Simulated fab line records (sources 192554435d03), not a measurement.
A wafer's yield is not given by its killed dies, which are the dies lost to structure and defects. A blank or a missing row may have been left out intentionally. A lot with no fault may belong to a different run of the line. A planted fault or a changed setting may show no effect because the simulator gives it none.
Code-filled problem report in 8D (eight disciplines) form ; flow n5Finfet ; the parts of the form that need people (team, actions taken, sign-off) are left out

== 1. THE ISSUE ==
Wafers without a fault read 399.99 C, standard deviation 0.21; susceptorTempC at N5_BEOL_M1_PECVD_72 reads a mean of 350.93 C on 6 wafers belonging to 2 lots. So: -99 or more standard deviations from the usual mean.
The step: deposits SiO2 from TEOS/O2, target thk 16 nm, time 18 s.
The first sign was on wafer L303.3 at day 9 12:23, on pecvd-04. The record has a number at this step for 27 wafers belonging to 9 lots. Rule for "out" (also "out of limits"): further than 4 standard deviations from the usual mean. The other wafers with a number count as sound.

== 2. WHAT IT IS, AND WHAT IT ISN'T ==
question;is;is not
which readings at this step;susceptorTempC;showerheadPlenumPTorr, throttleValvePct
which lots;L303, L305;L289, L290, L292, L307, L309, L311, L312
which wafers of those lots;all that have a number;-
read on which tools;pecvd-04;pecvd-01, pecvd-03
when;from day 9 12:23;"up to then (9 sound wafers); but 12 sound wafers of L307, L309, L311, L312 came after"

== 3. THE SUSPECTS, EACH WITH WHAT RULES IT OUT ==
Counting: a tool stays on the suspect list if, at a process step up to the reading, it processed all lots that are out and no sound lot following the first of them.
- pvdSputter-02 at N5_BEOL_M0_DEGAS_112 (time 60 s): ruled out as a lasting fault. The sound lots L311 went through it after L303, its earliest lot that is out (day 9 10:02).
- cvdCo-01 at N5_BEOL_M0_PRE_CLEAN_131 (time 15 s): ruled out as a lasting fault. The sound lots L307, L309, L311, L312 went through it after L303, its earliest lot that is out (day 9 11:58).
- cvdCo-01 at N5_BEOL_M0_CO_CAP_123 (material Co, precursor CCTBA/H2, target thk 2 nm, time 102.1 s): ruled out as a lasting fault. The sound lots L307, L309, L311, L312 went through it after L303, its earliest lot that is out (day 9 12:00).
- pecvd-04 at N5_BEOL_M1_PECVD_72 (deposits SiO2 from TEOS/O2, target thk 16 nm, time 18 s): kept. Every lot that is out went through it, starting with L303 (day 9 12:23), and after that it ran no sound lot; the last sound lot it ran before then is L292 (day 6 20:02). Its own susceptorTempC readings are out on those wafers.
The count leaves pecvd-04 at N5_BEOL_M1_PECVD_72.

== 4. THE CAUSE (what the simulator had put in) ==
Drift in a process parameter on pecvd-04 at N5_BEOL_M1_PECVD_72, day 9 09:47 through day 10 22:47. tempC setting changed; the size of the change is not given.
This tool alone remained once counting was done.

== 5. THE EFFECT CHAIN, in route order ==
Each row: a reading whose mean over the struck wafers that have a number lies more than 3 standard deviations from the usual. Only readings for which the record gives a usual standard deviation are gone through. hours: the time from each lot's start at the first step in this table that gives one to its start at this step, as a median over the lots. sigmas: the change in usual standard deviations.
hours;step;reading;usual;on struck wafers;change;sigmas
0;N5_BEOL_M1_PECVD_72;susceptorTempC;399.99 C;350.93;-49.06;-99 or more
9;N5_BEOL_M1_CMP_52;barrierFieldEndpointS;24.6 s;30.5;+5.9;+10
It contains these process steps:
- N5_BEOL_M1_PECVD_72: deposits SiO2 from TEOS/O2, target thk 16 nm, time 18 s.
- N5_BEOL_M1_CMP_52: polishes, stops on SiOC, t overpolish 6.8 s, target thk 40 nm.
At these later measuring or inspecting steps, every struck wafer for which the step has a row has a number for every such reading, and none has moved that far: N5_BEOL_M4_RC_MEAS_101.

== 6. HOW IT WOULD HAVE BEEN CAUGHT EARLIER ==
First out-of-limits reading in this record: day 9 12:23, which is 3 hours after fault onset at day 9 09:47.
